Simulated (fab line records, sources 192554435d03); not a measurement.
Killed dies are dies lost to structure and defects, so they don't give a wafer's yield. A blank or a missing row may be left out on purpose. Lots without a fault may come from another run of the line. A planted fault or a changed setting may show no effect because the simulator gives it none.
Split-lot experiment | flow n5_finfet | 7 lots, 21 wafers read, on a route of 1938 steps

THE SPLIT
At N5_BEOL_M5_ETCH_72 (etches underlayer in N2/H2, target depth 6.5 nm, time 5.2 s), the setting bias_w was moved away from the recipe's 150 W on 6 of the 21 wafers read, by -6.5% to +13.9%. The other wafers ran this setting at the recipe's value.

The reading is taken at the split's own step.

THE READING
rf_vpp_V, in V, at N5_BEOL_M5_ETCH_72 (etches underlayer in N2/H2, target depth 6.5 nm, time 5.2 s). Fault-free wafers of this fab line usually give 522.9 V, standard deviation 2.3 V.

wafer  | tool, chamber at the split | bias_w as run, W | against the recipe | rf_vpp_V, V | against lot-mates on the recipe
L076.3 | rie_diel-06, 0             | 170.8            | +13.9%             | 568.2       | +47.7
L076.5 | rie_diel-06, 0             | 150              | recipe             | 520.5       | -
L076.6 | rie_diel-06, 2             | 170.8            | +13.9%             | 571.3       | +50.8
L078.1 | rie_diel-04, 2             | 150              | recipe             | 525.2       | -
L078.3 | rie_diel-04, 0             | 142.1            | -5.3%              | 505.7       | -18.1
L078.6 | rie_diel-04, 0             | 150              | recipe             | 522.4       | -
L080.1 | rie_diel-02, 2             | 150              | recipe             | 521.9       | -
L080.3 | rie_diel-02, 0             | 150              | recipe             | 523.5       | -
L080.4 | rie_diel-02, 3             | 150              | recipe             | 520.8       | -
L079.2 | rie_diel-04, 3             | 150              | recipe             | 526.8       | -
L079.5 | rie_diel-04, 1             | 150              | recipe             | 525.9       | -
L079.6 | rie_diel-04, 0             | 150              | recipe             | 522.7       | -
L083.3 | rie_diel-04, 0             | 150              | recipe             | 522.8       | -
L083.4 | rie_diel-04, 3             | 150              | recipe             | 525.4       | -
L083.6 | rie_diel-04, 2             | 150              | recipe             | 525.5       | -
L085.3 | rie_diel-06, 2             | 150              | recipe             | 523.9       | -
L085.5 | rie_diel-06, 2             | 160.6            | +7.1%              | 552.7       | +30.9
L085.6 | rie_diel-06, 3             | 150              | recipe             | 519.8       | -
L087.2 | rie_diel-06, 2             | 140.2            | -6.5%              | 502.1       | -24.8
L087.4 | rie_diel-06, 0             | 140.2            | -6.5%              | 500.6       | -26.3
L087.5 | rie_diel-06, 2             | 150              | recipe             | 526.9       | -

THE FIT
A straight line over all 21 wafers: rf_vpp_V changes by +3.41 V for each +1% of bias_w; r = +0.99; the points scatter about the line by 2.4 V.
The same after taking each lot's own level away (the mean of its wafers on the recipe; 21 wafers): +3.68 V for each +1%; r = +1.00; scatter 1.9 V.
On that fit, the largest move of bias_w shifts the reading by 51 V.
The lots' own levels span 520.50 to 526.90 V, that is 2.8 times the standard deviation above.
So the lot-to-lot level changes the slope little: the two slopes agree.
Check: with one of the wafers moved furthest among these (+13.9%) left out of the fit, the line predicts +52.9 V for it against its lot-mates. It came out at +47.7 V against them.
Tool readings at the split's step, against how far the setting was moved: rf_vpp_V r = +0.99.

OTHER SPLITS ON THESE WAFERS
These wafers also went through other splits before the reading. Each is held against what the fit with the lots' levels taken away leaves over:
other split on the same wafers | wafers away from the commonest value | r with rf_vpp_V (lot level and that fit taken away)
N5_BEOL_M2_COAT_62 spin_rpm    | 8                                    | -0.06
N5_BEOL_M3_EXPOSE_08 dose_mj   | 5                                    | +0.01
N5_BEOL_M3_ETCH_64 time_s      | 4                                    | -0.16
N5_BEOL_M4_ILD_DEP_00 time_s   | 9                                    | -0.44
N5_BEOL_M5_EXPOSE_08 dose_mj   | 9                                    | +0.15

THE FILE'S OWN FIT
rf_vpp_V changes by +3.72 V for each +1% of bias_w, r = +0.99.
